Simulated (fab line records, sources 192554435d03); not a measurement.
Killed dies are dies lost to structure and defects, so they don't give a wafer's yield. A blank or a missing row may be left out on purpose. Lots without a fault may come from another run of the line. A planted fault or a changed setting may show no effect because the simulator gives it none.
Chamber matching | flow n5_finfet | N5_BEOL_M2_STRIP_66 on rie_diel-01: 4 sister chambers
The step strips in CF4. 8 wafers are shown with their chamber, then 11 later ones without.

WAFERS WITH THEIR CHAMBER
wafer  | chamber | drypump_motor_current_A (A) | showerhead_plenum_p_Torr (Torr)
L085.3 | 2       | 5.1                         | 1.77
L087.2 | 2       | 5.1                         | 1.76
L087.5 | 1       | 6.7                         | 1.76
L087.6 | 0       | 6.0                         | 1.79
L088.1 | 3       | 6.1                         | 1.77
L088.3 | 1       | 6.8                         | 1.76
L088.5 | 0       | 6.0                         | 1.79
L091.1 | 3       | 6.1                         | 1.77

WAFERS WITHOUT THEIR CHAMBER
wafer  | drypump_motor_current_A (A) | showerhead_plenum_p_Torr (Torr)
L091.2 | 6.7                         | 1.76
L091.5 | 5.1                         | 1.76
L093.1 | 6.0                         | 1.76
L093.4 | 6.0                         | 1.79
L093.5 | 6.0                         | 1.79
L096.2 | 6.0                         | 1.79
L096.3 | 6.0                         | 1.77
L096.6 | 6.7                         | 1.76
L097.1 | 6.7                         | 1.76
L097.5 | 5.1                         | 1.76
L097.6 | 6.1                         | 1.76

WHICH CHAMBER EACH WENT THROUGH
wafer  | from the rows above | in truth
L091.2 | 1                   | 1
L091.5 | 2                   | 2
L093.1 | 3                   | 3
L093.4 | 0                   | 0
L093.5 | 0                   | 0
L096.2 | 0                   | 0
L096.3 | 3                   | 3
L096.6 | 1                   | 1
L097.1 | 1                   | 1
L097.5 | 2                   | 2
L097.6 | 3                   | 3
Placed correctly: 11 of 11. Can't be placed from these rows: 0. Placed wrongly: 0.
How it was worked out, from the rows above alone: a wafer's distance from a chamber is the root of the sum, over the readings, of the square of ((its reading less the chamber's mean) divided by the reading's scatter). The wafer belongs to the nearest chamber; if the next one is less than 2 further off, it can't be placed. A chamber's mean is the mean of its shown wafers. The scatter: the root of (the sum of the squares of (reading less its chamber's mean) over the shown wafers, divided by (wafers less chambers)).
